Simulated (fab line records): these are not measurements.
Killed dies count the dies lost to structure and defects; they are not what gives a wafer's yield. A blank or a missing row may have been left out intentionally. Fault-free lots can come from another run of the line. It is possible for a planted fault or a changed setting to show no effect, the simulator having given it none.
Chamber matching :: flow n5Finfet :: N5_BEOL_M0_SAQP_STRIP_108 on rieDiel-04: 4 sister chambers
The step strips in N2/H2. 18 wafers are shown with their chamber, then 9 later ones without.

EACH WAFER AND ITS CHAMBER
wafer: L077.3
chamber: 0
throttleValvePct (%): 18.6
drypumpMotorCurrentA (A): 6.3
showerheadPlenumPTorr (Torr): 3.36

wafer: L077.5
chamber: 0
throttleValvePct (%): 18.6
drypumpMotorCurrentA (A): 6.3
showerheadPlenumPTorr (Torr): 3.36

wafer: L077.6
chamber: 1
throttleValvePct (%): 19.5
drypumpMotorCurrentA (A): 5.4
showerheadPlenumPTorr (Torr): 3.28

wafer: L081.1
chamber: 3
throttleValvePct (%): 19.0
drypumpMotorCurrentA (A): 6.1
showerheadPlenumPTorr (Torr): 3.22

wafer: L081.2
chamber: 2
throttleValvePct (%): 18.7
drypumpMotorCurrentA (A): 4.7
showerheadPlenumPTorr (Torr): 3.49

wafer: L081.3
chamber: 1
throttleValvePct (%): 19.5
drypumpMotorCurrentA (A): 5.4
showerheadPlenumPTorr (Torr): 3.28

wafer: L088.2
chamber: 3
throttleValvePct (%): 19.0
drypumpMotorCurrentA (A): 6.0
showerheadPlenumPTorr (Torr): 3.22

wafer: L088.3
chamber: 2
throttleValvePct (%): 18.7
drypumpMotorCurrentA (A): 4.8
showerheadPlenumPTorr (Torr): 3.48

wafer: L088.5
chamber: 0
throttleValvePct (%): 18.6
drypumpMotorCurrentA (A): 6.3
showerheadPlenumPTorr (Torr): 3.35

wafer: L090.1
chamber: 0
throttleValvePct (%): 18.6
drypumpMotorCurrentA (A): 6.3
showerheadPlenumPTorr (Torr): 3.34

wafer: L090.2
chamber: 1
throttleValvePct (%): 19.5
drypumpMotorCurrentA (A): 5.4
showerheadPlenumPTorr (Torr): 3.27

wafer: L090.3
chamber: 2
throttleValvePct (%): 18.7
drypumpMotorCurrentA (A): 4.8
showerheadPlenumPTorr (Torr): 3.48

wafer: L092.4
chamber: 2
throttleValvePct (%): 18.7
drypumpMotorCurrentA (A): 4.8
showerheadPlenumPTorr (Torr): 3.48

wafer: L092.5
chamber: 2
throttleValvePct (%): 18.7
drypumpMotorCurrentA (A): 4.8
showerheadPlenumPTorr (Torr): 3.48

wafer: L092.6
chamber: 3
throttleValvePct (%): 19.0
drypumpMotorCurrentA (A): 6.0
showerheadPlenumPTorr (Torr): 3.21

wafer: L094.1
chamber: 3
throttleValvePct (%): 19.0
drypumpMotorCurrentA (A): 6.0
showerheadPlenumPTorr (Torr): 3.21

wafer: L094.2
chamber: 1
throttleValvePct (%): 19.5
drypumpMotorCurrentA (A): 5.4
showerheadPlenumPTorr (Torr): 3.27

wafer: L094.3
chamber: 0
throttleValvePct (%): 18.7
drypumpMotorCurrentA (A): 6.3
showerheadPlenumPTorr (Torr): 3.34

SIGNATURES, as means of the wafers listed above
reading: throttleValvePct
chamber 0: 18.620
chamber 1: 19.500
chamber 2: 18.700
chamber 3: 19.000
scatter within a chamber: 0.0239

reading: drypumpMotorCurrentA
chamber 0: 6.300
chamber 1: 5.400
chamber 2: 4.780
chamber 3: 6.025
scatter within a chamber: 0.0333

reading: showerheadPlenumPTorr
chamber 0: 3.3500
chamber 1: 3.2750
chamber 2: 3.4820
chamber 3: 3.2150
scatter within a chamber: 0.00697
Rule: for each reading, subtract the chamber's mean from the wafer's reading, divide by that reading's scatter and square the result; add these up over the readings and take the root, which gives the wafer's distance from the chamber. If the next closest chamber is less than 2 further off than the closest, the wafer can't be placed; otherwise it belongs to the closest. How the scatter is found: for the shown wafers, subtract from each reading the mean of its chamber, square and add these, divide the total by (wafers less chambers), then take the root.

WAFERS MISSING THEIR CHAMBER
wafer: L095.1
throttleValvePct (%): 18.6
drypumpMotorCurrentA (A): 6.3
showerheadPlenumPTorr (Torr): 3.34

wafer: L095.2
throttleValvePct (%): 19.0
drypumpMotorCurrentA (A): 6.0
showerheadPlenumPTorr (Torr): 3.21

wafer: L095.3
throttleValvePct (%): 19.5
drypumpMotorCurrentA (A): 5.4
showerheadPlenumPTorr (Torr): 3.26

wafer: L096.1
throttleValvePct (%): 18.6
drypumpMotorCurrentA (A): 6.3
showerheadPlenumPTorr (Torr): 3.34

wafer: L096.2
throttleValvePct (%): 19.6
drypumpMotorCurrentA (A): 5.3
showerheadPlenumPTorr (Torr): 3.26

wafer: L096.3
throttleValvePct (%): 18.7
drypumpMotorCurrentA (A): 4.8
showerheadPlenumPTorr (Torr): 3.47

wafer: L096.4
throttleValvePct (%): 19.0
drypumpMotorCurrentA (A): 6.0
showerheadPlenumPTorr (Torr): 3.21

wafer: L096.5
throttleValvePct (%): 19.5
drypumpMotorCurrentA (A): 5.4
showerheadPlenumPTorr (Torr): 3.26

wafer: L096.6
throttleValvePct (%): 18.7
drypumpMotorCurrentA (A): 4.8
showerheadPlenumPTorr (Torr): 3.47

EACH ONE'S CHAMBER
wafer: L095.1
from the rows above: 0
in truth: 0

wafer: L095.2
from the rows above: 3
in truth: 3

wafer: L095.3
from the rows above: 1
in truth: 1

wafer: L096.1
from the rows above: 0
in truth: 0

wafer: L096.2
from the rows above: 1
in truth: 1

wafer: L096.3
from the rows above: 2
in truth: 2

wafer: L096.4
from the rows above: 3
in truth: 3

wafer: L096.5
from the rows above: 1
in truth: 1

wafer: L096.6
from the rows above: 2
in truth: 2
Placed correctly: 9 of 9. Number that these rows cannot place: 0. Number placed wrongly: 0.
